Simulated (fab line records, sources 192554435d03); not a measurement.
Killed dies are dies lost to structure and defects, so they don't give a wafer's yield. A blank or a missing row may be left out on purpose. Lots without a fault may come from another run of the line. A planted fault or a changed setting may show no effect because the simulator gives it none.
fab line records | flow n5_finfet | part 2 of 2: steps 24 to 29 of 29
record lots=5 wafers=15 last_day=19
route steps=1938 shown BEOL_M14@1723
lots that met no fault: from a run of the same line without faults
start_h: hours from the record's first day to the start of the lot's first wafer shown | wait_h: hours since the lot's step before | " the same as in the row above | L1.1+2: a row that stands for several wafers | - no value, or no start given | * or withheld: withheld | < > ~ a bound
route shown NAME@n: a module of which the file shows steps, and the number in the route of the first | usual: mean/standard deviation of fault-free wafers | same: alike in all rows | chamber/n: place in a boat | sites: the reading at each site | _std_site: their standard deviation | _edge_site: outer sites' mean less inner sites' | radius_mm: how far each site lies from the wafer's centre | mask NAME#n: copy n | behind: the tool/chamber that last shaped the wafer | hold: why the lot was held/for how many hours/how that ended | device: the transistor (n, p or np) that didn't switch | end of line: the same wafers' tests at the end of the route | a step without rows: its recipe alone | killed: dies lost to structure and defects at the first sort, not the wafer's yield | map: a wafer's dies, x killed, . not, _ none there
set.NAME: the setting as run; set.NAME@STEP: as run at that earlier step | model.NAME: the simulator's own value behind a step, which no gauge read
lots at some steps of the route; a table a step, a row a wafer
services: from which hour (start_h, from the record's first day; less than 0 if before it) a tool's chamber was out of use, for how many hours, and why
## steps
# step N5_BEOL_M14_CD_MEAS_28
# recipe target_cd_nm=284.4 landing_energy_ev=500 detector=se_inlens
# usual cd_nm=284.5/1.5
# columns lot.wafer tool chamber start_h wait_h cd_nm
L079.2 cd_sem-03 0 280.68 - 284.5
L079.5 " 0 " " 285.1
L079.6 " 0 " " 285.2
L078.1 cd_sem-03 0 281.60 - 282.9
L078.2 " 0 " " 281.4
L078.5 " 0 " " 282.6
L080.1 cd_sem-03 0 322.40 - 284.2
L080.2 " 0 " " 287.8
L080.6 " 0 " " 283.8
L094.1 cd_sem-01 0 406.74 - 283.6
L094.5 " 0 " " 284.5
L094.6 " 0 " " 283.4
L096.1 cd_sem-02 0 421.72 - 287.7
L096.4 " 0 " " 287.2
L096.6 " 0 " " 285.8
# step N5_BEOL_M14_OVL_MEAS_29
# recipe points_per_wafer=44
# usual M14_OVL=1/5.2
# columns lot.wafer tool chamber start_h wait_h M14_OVL[nm]
L079.2 overlay-02 0 280.71 0.0 5
L079.5 " 0 " " 0
L079.6 " 0 " " 5
L078.1 overlay-02 0 281.63 0.0 5
L078.2 " 0 " " 5
L078.5 " 0 " " 9
L080.1 overlay-02 0 322.43 0.0 -3
L080.2 " 0 " " -7
L080.6 " 0 " " 1
L094.1 overlay-01 0 406.77 0.0 5
L094.5 " 0 " " 2
L094.6 " 0 " " 1
L096.1 overlay-01 0 421.75 0.0 -8
L096.4 " 0 " " 2
L096.6 " 0 " " -2
# step N5_BEOL_M14_INSPECT_30
# recipe mode=adi inspect_instrument=macro
# usual raw_defect_count=2.2/1.6
# columns lot.wafer tool chamber start_h wait_h raw_defect_count
L079.2 defect_inspect-02 - 280.73 0.0 1
L079.5 " - " " 2
L079.6 " - " " 2
L078.1 defect_inspect-02 - 281.66 0.0 5
L078.2 " - " " 4
L078.5 " - " " 5
L080.1 defect_inspect-01 - 322.45 0.0 0
L080.2 " - " " 1
L080.6 " - " " 0
L094.1 defect_inspect-01 - 406.79 0.0 4
L094.5 " - " " 2
L094.6 " - " " 4
L096.1 defect_inspect-01 - 421.77 0.0 0
L096.4 " - " " 0
L096.6 " - " " 2
# step N5_BEOL_M14_DESCUM_33
# recipe chemistry=O2 time_s=7.9 source_power_w=50 bias_power_w=20 pressure_mtorr=20 rf_frequency_hz=2.712e+07 temp_c=40 o2_flow_sccm=225
# usual drypump_motor_current_A=5.51/0.26 oes_product_au=0.84/0.092 rf_fwd_power_W=49.41/0.25 rf_vpp_V=243.4/1.4 showerhead_plenum_p_Torr=2.10/0.085 throttle_valve_pct=20.23/0.24
# same time_s=7.9
# columns lot.wafer tool chamber start_h wait_h drypump_motor_current_A oes_product_au rf_fwd_power_W rf_hours_counter_h rf_vpp_V showerhead_plenum_p_Torr throttle_valve_pct
L079.2 rie_diel-03 1 280.77 0.0 5.82 0.94 49.24 12 244.1 2.15 20.39
L079.5 " 1 " " 5.84 0.94 49.42 - 244.3 2.14 20.38
L079.6 " 2 " " 4.95 0.87 49.11 - 246.1 2.23 20.53
L078.1 rie_diel-01 2 281.87 0.2 5.75 0.72 49.61 217 242.6 1.98 20.52
L078.2 " 0 " " 5.36 0.67 49.85 248 243.8 2.14 20.43
L078.5 " 0 " " 5.34 0.68 49.80 - 243.1 2.14 20.42
L080.1 rie_diel-03 1 322.48 0.0 5.82 0.90 49.27 28 243.8 2.14 20.42
L080.2 " 2 " " 4.93 0.85 49.10 66 244.1 2.22 20.55
L080.6 " 1 " " 5.83 0.89 49.47 - 243.9 2.14 20.42
L094.1 rie_diel-04 1 406.83 0.0 5.92 0.88 49.47 23 245.6 2.22 20.08
L094.5 " 0 " " 5.52 0.90 49.20 - 242.2 2.05 20.03
L094.6 " 1 " " 5.92 0.89 49.67 - 245.4 2.22 20.11
L096.1 rie_diel-01 1 421.89 0.1 5.63 0.87 49.41 50 246.0 2.22 20.10
L096.4 " 2 " " 5.78 0.93 49.49 9 244.3 2.23 20.19
L096.6 " 2 " " 5.78 0.93 49.46 - 244.8 2.23 20.18
# step N5_BEOL_M14_ETCH_67
# recipe chemistry=CF4 target=SiARC target_depth_a=1430 time_s=238.3 ion_energy_ev=80 pressure_mtorr=40 source_w=545 bias_w=36 Ar_flow_sccm=100 cf4_flow_sccm=100 ends=cleared
# usual cf4_flow_sccm=99.98/0.3 drypump_motor_current_A=5.50/0.26 etch_rf_on_time_s=237/6.2 oes_product_au=0.72/0.078 rf_fwd_power_W=543.4/1.8 rf_vpp_V=184.2/1.3 showerhead_plenum_p_Torr=2.15/0.081 throttle_valve_pct=15.42/0.24
# columns lot.wafer tool chamber start_h wait_h cf4_flow_sccm drypump_motor_current_A etch_rf_on_time_s oes_product_au rf_fwd_power_W rf_hours_counter_h rf_vpp_V showerhead_plenum_p_Torr throttle_valve_pct
L079.2 rie_diel-03 1 280.80 0.0 100.04 5.85 228 0.82 544.6 12 185.0 2.20 15.49
L079.5 " 1 " " 99.86 5.85 228 0.82 544.3 - 185.1 2.20 15.52
L079.6 " 2 " " 100.00 4.92 226 0.75 541.9 - 186.0 2.27 15.59
L078.1 rie_diel-01 2 281.90 0.0 99.91 5.76 242 0.61 544.4 217 182.1 2.04 15.82
L078.2 " 0 " " 99.98 5.31 253 0.57 543.6 248 185.1 2.19 15.69
L078.5 " 0 " " 99.76 5.33 253 0.57 543.5 - 184.5 2.19 15.69
L080.1 rie_diel-03 1 322.52 0.0 100.15 5.85 227 0.78 543.5 28 184.3 2.20 15.53
L080.2 " 2 " " 100.03 4.94 227 0.74 541.8 66 185.0 2.26 15.63
L080.6 " 1 " " 99.75 5.84 228 0.79 544.3 - 183.3 2.20 15.54
L094.1 rie_diel-04 1 406.86 0.0 100.21 5.90 232 0.76 542.5 23 186.1 2.28 15.33
L094.5 " 0 " " 100.02 5.54 243 0.76 541.2 - 183.0 2.09 15.20
L094.6 " 1 " " 100.15 5.90 234 0.77 543.3 - 185.2 2.28 15.34
L096.1 rie_diel-01 1 421.92 0.0 100.15 5.63 236 0.74 542.8 50 185.2 2.25 15.26
L096.4 " 2 " " 99.74 5.77 237 0.80 544.6 9 186.0 2.28 15.39
L096.6 " 2 " " 99.53 5.77 236 0.79 541.6 - 184.5 2.28 15.40
# step N5_BEOL_M14_ETCH_68
# recipe chemistry=N2/H2 target=SOC mask_material=SiARC source_w=3000 bias_w=350 temp_c=40 time_s=450 ion_energy_ev=200 pressure_mtorr=30 n2_flow_sccm=200 h2_flow_sccm=200
# usual drypump_motor_current_A=5.51/0.27 oes_product_au=0.84/0.09 rf_fwd_power_W=2996/10 rf_vpp_V=524.3/2.9 showerhead_plenum_p_Torr=2.56/0.1 throttle_valve_pct=17.59/0.24
# same time_s=450
# columns lot.wafer tool chamber start_h wait_h drypump_motor_current_A oes_product_au rf_fwd_power_W rf_hours_counter_h rf_vpp_V showerhead_plenum_p_Torr throttle_valve_pct
L079.2 rie_diel-03 1 280.95 0.1 5.83 0.94 3000 13 525.6 2.60 17.72
L079.5 " 1 " " 5.84 0.94 2993 - 526.4 2.60 17.70
L079.6 " 2 " " 4.92 0.87 2976 - 527.9 2.70 17.81
L078.1 rie_diel-01 2 282.05 0.1 5.79 0.71 2996 217 520.0 2.40 17.86
L078.2 " 0 " " 5.34 0.68 3005 248 526.0 2.61 17.92
L078.5 " 0 " " 5.36 0.67 3006 - 525.9 2.61 17.93
L080.1 rie_diel-03 1 322.67 0.1 5.83 0.90 2995 28 525.4 2.60 17.73
L080.2 " 2 " " 4.94 0.85 2985 66 528.0 2.69 17.82
L080.6 " 1 " " 5.86 0.92 2984 - 523.7 2.60 17.75
L094.1 rie_diel-04 1 407.01 0.1 5.93 0.89 3010 23 527.9 2.71 17.44
L094.5 " 0 " " 5.53 0.90 3005 - 520.5 2.49 17.49
L094.6 " 1 " " 5.92 0.88 3007 - 527.0 2.71 17.44
L096.1 rie_diel-01 1 422.07 0.1 5.62 0.87 2994 50 528.7 2.69 17.36
L096.4 " 2 " " 5.78 0.95 2999 9 528.5 2.71 17.51
L096.6 " 2 " " 5.77 0.94 2994 - 527.6 2.71 17.49
## services
# columns tool chamber start_h hours kind
rie_diel-04 2 262.52 29.1 repair
krf_scanner-02 - 269.82 1.0 pm
krf_scanner-01 - 271.35 1.3 pm
krf_scanner-02 - 273.73 0.8 pm
krf_scanner-01 - 276.15 0.8 pm
rie_diel-03 0 285.15 18.7 repair
krf_scanner-02 - 291.61 0.5 repair
rie_diel-04 0 291.63 - clean
rie_diel-04 0 291.63 - consumable_replace:focus_ring
rie_diel-04 0 291.63 22.6 scheduled_down
rie_diel-04 0 291.63 22.6 vent_cycle
krf_scanner-01 - 298.25 18.3 repair
rie_diel-04 1 314.27 - clean
rie_diel-04 1 314.27 - consumable_replace:focus_ring
rie_diel-04 1 314.27 - consumable_replace:showerhead
rie_diel-04 1 314.27 20.2 scheduled_down
rie_diel-04 1 314.27 20.2 vent_cycle
krf_scanner-01 - 316.56 1.0 pm
rie_diel-03 2 360.21 3.0 repair
krf_scanner-02 - 368.28 1.3 pm
rie_diel-04 3 400.12 6.5 repair
rie_diel-03 - 404.61 0.9 repair
rie_diel-04 3 406.69 - clean
wet_bench-06 - 419.02 24.8 repair
